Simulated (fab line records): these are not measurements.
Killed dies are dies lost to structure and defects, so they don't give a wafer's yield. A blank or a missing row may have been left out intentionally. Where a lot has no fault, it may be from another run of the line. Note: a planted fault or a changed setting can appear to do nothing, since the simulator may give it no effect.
Split-lot experiment :: flow n5 finfet :: 21 wafers read from 7 lots, route of 1938 steps

THE SPLIT
At N5_BEOL_M7_PECVD_70 (deposits SiO2 from TEOS/O2, target thk 20 nm, time 22.7 s), the setting temp c was moved away from the recipe's 400 C on 6 of the 21 wafers read, by -1.6% to +4.5%. All remaining wafers had this setting at the recipe value.

Reading taken at the split's own step.

THE READING
SiO2_of_BEOL_M7_PECVD_70.thk nm (the simulator's own value, which no gauge read), in nm, at N5_BEOL_M7_PECVD_70 (deposits SiO2 from TEOS/O2, target thk 20 nm, time 22.7 s). The file gives no usual value for it. Across the 15 wafers here that went through the recipe, the average is 19.8 nm and the standard deviation 0.3 nm.

wafer: L077.3
tool, chamber at the split: pecvd-01, 2
temp c as run, C: 400
against the recipe: recipe
SiO2_of_BEOL_M7_PECVD_70.thk nm, nm: 20
against lot-mates on the recipe: -

wafer: L077.6
tool, chamber at the split: pecvd-01, 2
temp c as run, C: 400
against the recipe: recipe
SiO2_of_BEOL_M7_PECVD_70.thk nm, nm: 20
against lot-mates on the recipe: -

wafer: L077.5
tool, chamber at the split: pecvd-01, 1
temp c as run, C: 400
against the recipe: recipe
SiO2_of_BEOL_M7_PECVD_70.thk nm, nm: 20.2
against lot-mates on the recipe: -

wafer: L081.3
tool, chamber at the split: pecvd-01, 1
temp c as run, C: 415.5
against the recipe: +3.9%
SiO2_of_BEOL_M7_PECVD_70.thk nm, nm: 17.6
against lot-mates on the recipe: -2.6

wafer: L081.4
tool, chamber at the split: pecvd-01, 2
temp c as run, C: 400
against the recipe: recipe
SiO2_of_BEOL_M7_PECVD_70.thk nm, nm: 20.2
against lot-mates on the recipe: -

wafer: L081.5
tool, chamber at the split: pecvd-01, 1
temp c as run, C: 415.5
against the recipe: +3.9%
SiO2_of_BEOL_M7_PECVD_70.thk nm, nm: 17.8
against lot-mates on the recipe: -2.4

wafer: L084.1
tool, chamber at the split: pecvd-02, 0
temp c as run, C: 400
against the recipe: recipe
SiO2_of_BEOL_M7_PECVD_70.thk nm, nm: 19.8
against lot-mates on the recipe: -

wafer: L084.2
tool, chamber at the split: pecvd-02, 2
temp c as run, C: 400
against the recipe: recipe
SiO2_of_BEOL_M7_PECVD_70.thk nm, nm: 19.2
against lot-mates on the recipe: -

wafer: L084.3
tool, chamber at the split: pecvd-02, 1
temp c as run, C: 400
against the recipe: recipe
SiO2_of_BEOL_M7_PECVD_70.thk nm, nm: 19.4
against lot-mates on the recipe: -

wafer: L085.2
tool, chamber at the split: pecvd-03, 0,1
temp c as run, C: 400
against the recipe: recipe
SiO2_of_BEOL_M7_PECVD_70.thk nm, nm: 19.8
against lot-mates on the recipe: -

wafer: L085.5
tool, chamber at the split: pecvd-03, 0,1
temp c as run, C: 400
against the recipe: recipe
SiO2_of_BEOL_M7_PECVD_70.thk nm, nm: 19.8
against lot-mates on the recipe: -

wafer: L085.3
tool, chamber at the split: pecvd-03, 1
temp c as run, C: 400
against the recipe: recipe
SiO2_of_BEOL_M7_PECVD_70.thk nm, nm: 19.4
against lot-mates on the recipe: -

wafer: L091.1
tool, chamber at the split: pecvd-02, 2
temp c as run, C: 400
against the recipe: recipe
SiO2_of_BEOL_M7_PECVD_70.thk nm, nm: 19.4
against lot-mates on the recipe: -

wafer: L091.4
tool, chamber at the split: pecvd-02, 2
temp c as run, C: 400
against the recipe: recipe
SiO2_of_BEOL_M7_PECVD_70.thk nm, nm: 20
against lot-mates on the recipe: -

wafer: L091.6
tool, chamber at the split: pecvd-02, 1
temp c as run, C: 414.9
against the recipe: +3.7%
SiO2_of_BEOL_M7_PECVD_70.thk nm, nm: 17.6
against lot-mates on the recipe: -2.1

wafer: L089.1
tool, chamber at the split: pecvd-01, 0
temp c as run, C: 418
against the recipe: +4.5%
SiO2_of_BEOL_M7_PECVD_70.thk nm, nm: 17.4
against lot-mates on the recipe: -2.5

wafer: L089.4
tool, chamber at the split: pecvd-01, 0
temp c as run, C: 400
against the recipe: recipe
SiO2_of_BEOL_M7_PECVD_70.thk nm, nm: 20
against lot-mates on the recipe: -

wafer: L089.5
tool, chamber at the split: pecvd-01, 2
temp c as run, C: 400
against the recipe: recipe
SiO2_of_BEOL_M7_PECVD_70.thk nm, nm: 19.8
against lot-mates on the recipe: -

wafer: L094.2
tool, chamber at the split: pecvd-03, 1
temp c as run, C: 393.6
against the recipe: -1.6%
SiO2_of_BEOL_M7_PECVD_70.thk nm, nm: 20.6
against lot-mates on the recipe: +0.8

wafer: L094.4
tool, chamber at the split: pecvd-03, 1
temp c as run, C: 393.6
against the recipe: -1.6%
SiO2_of_BEOL_M7_PECVD_70.thk nm, nm: 20.6
against lot-mates on the recipe: +0.8

wafer: L094.6
tool, chamber at the split: pecvd-03, 2
temp c as run, C: 400
against the recipe: recipe
SiO2_of_BEOL_M7_PECVD_70.thk nm, nm: 19.8
against lot-mates on the recipe: -
Where a row lists several chambers, the file gives one row for several wafers and doesn't say which wafer went through which chamber.

THE FIT
A straight line over all 21 wafers: SiO2_of_BEOL_M7_PECVD_70.thk nm changes by -0.542 nm for each +1% of temp c; r = -0.96; the points scatter about the line by 0.27 nm.
The same after taking each lot's own level away (the mean of its wafers on the recipe; 21 wafers): -0.588 nm for each +1%; r = -0.98; scatter 0.19 nm.
The reading moves by 2.6 nm for the largest change in temp c, on that fit.
The span of the lots' own levels, 19.47 to 20.20 nm, comes to 2.5 times the standard deviation stated above.
The two slopes are in agreement: the lot-to-lot level therefore moves the slope only a little.
Check: -2.74 nm against its lot-mates is what the line predicts for one of the wafers moved furthest among these (+4.5%) when that wafer is left out of the fit. Against them it came out at -2.5 nm.

FURTHER SPLITS ON THESE WAFERS
These wafers also went through other splits before the reading. Each is held against what the fit with the lots' levels taken away leaves over:
other split on the same wafers: N5_BEOL_M3_EXPOSE_08 dose mj
wafers away from the commonest value: 7
r with SiO2_of_BEOL_M7_PECVD_70.thk nm (lot level and that fit taken away): +0.09

other split on the same wafers: N5_BEOL_M4_DESCUM_16 time s
wafers away from the commonest value: 7
r with SiO2_of_BEOL_M7_PECVD_70.thk nm (lot level and that fit taken away): +0.27

other split on the same wafers: N5_BEOL_M4_TRENCH_ETCH_37 time s
wafers away from the commonest value: 6
r with SiO2_of_BEOL_M7_PECVD_70.thk nm (lot level and that fit taken away): +0.35

other split on the same wafers: N5_BEOL_M5_COAT_71 spin rpm
wafers away from the commonest value: 5
r with SiO2_of_BEOL_M7_PECVD_70.thk nm (lot level and that fit taken away): +0.16

other split on the same wafers: N5_BEOL_M6_COAT_60 spin rpm
wafers away from the commonest value: 8
r with SiO2_of_BEOL_M7_PECVD_70.thk nm (lot level and that fit taken away): +0.01

THE FILE'S OWN FIT
SiO2_of_BEOL_M7_PECVD_70.thk nm changes by -0.581 nm for each +1% of temp c, r = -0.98.
